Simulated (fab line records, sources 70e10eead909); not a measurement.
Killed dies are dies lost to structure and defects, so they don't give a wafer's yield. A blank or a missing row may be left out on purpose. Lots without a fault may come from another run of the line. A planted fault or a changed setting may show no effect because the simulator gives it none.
One fault seen from 2 desks | flow nand_harc | each desk has only its own numbers; what lay behind them comes last

THE TOOL OWNER'S DESK: arfi_scanner-03
The tool's own readings at NHARC_A_CONTACT_EXPOSE_39 (exposes mask A CC 3): means of the sampled wafers that have a number, for each lot that ran on this tool. A lot is out of limits, marked OUT, if its mean lies more than 4 standard deviations from the usual mean; the brackets give that distance.
Columns: A = exposure_dose_mJ_cm2 at NHARC_A_CONTACT_EXPOSE_39, usual 58.80
lot  | first seen here | A
L296 | day 22 23:47    | 58.78
L301 | day 25 03:25    | 58.87
L305 | day 27 03:40    | 58.85
L311 | day 28 21:24    | 81.94 (+99 or more) OUT
L315 | day 30 21:14    | 77.29 (+99 or more) OUT
This desk's finding: out of limits on L311, L315; first on L311, day 28 21:24 (exposure_dose_mJ_cm2 at NHARC_A_CONTACT_EXPOSE_39). In limits: L296, L301, L305.

THE METROLOGY DESK
What the gauges read, lot by lot, whatever tool the lot ran on: means of the sampled wafers that have a number. A lot is out of limits, marked OUT, if its mean lies more than 4 standard deviations from the usual mean; the brackets give that distance.
Columns: A = cd_nm at NHARC_A_CONTACT_CD_MEAS_42, usual 299.6 nm; B = overlay_x_nm at NHARC_A_CONTACT_OVL_MEAS_43, usual -0.1 nm; C = overlay_y_nm at NHARC_A_CONTACT_OVL_MEAS_43, usual 0.0 nm
lot  | first seen here | A               | B    | C
L296 | day 22 23:56    | 300.0           | -0.2 | -1.6
L295 | day 23 00:05    | 298.8           | 1.4  | 0.5
L298 | day 23 19:43    | 299.5           | -0.8 | -0.1
L299 | day 24 03:37    | 299.9           | -0.6 | -1.5
L300 | day 25 02:18    | 299.7           | 0.5  | 0.5
L301 | day 25 03:33    | 299.1           | -0.5 | 0.2
L302 | day 26 05:51    | 299.0           | 0.1  | 0.1
L304 | day 26 23:40    | 299.2           | -0.5 | -0.9
L305 | day 27 03:49    | 299.8           | 0.5  | -0.3
L307 | day 28 01:49    | 299.2           | -0.1 | -0.4
L311 | day 28 21:32    | 318.2 (+31) OUT | 0.2  | -0.3
L315 | day 30 21:23    | 314.7 (+25) OUT | -0.5 | 1.1
This desk's finding: out of limits on L311, L315; first on L311, day 28 21:32 (cd_nm at NHARC_A_CONTACT_CD_MEAS_42). In limits: L296, L295, L298, L299, L300, L301, L302, L304, L305, L307.

PUT TOGETHER
The tool owner's desk could have raised an alarm at day 28 21:24, on L311, L315.
The metrology desk could have raised an alarm at day 28 21:32, on L311, L315.
Of the lots named, all ran NHARC_A_CONTACT_EXPOSE_39 on arfi_scanner-03.

WHAT THE SIMULATOR HAD PUT IN
Process parameter drift: arfi_scanner-03, from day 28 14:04 on, at NHARC_A_CONTACT_EXPOSE_39. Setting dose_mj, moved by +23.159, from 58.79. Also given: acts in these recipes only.
Lots struck among those shown: L311, L315.
Hours from the fault's start to each desk's first reading out of limits: the tool owner's desk, 7; the metrology desk, 7.
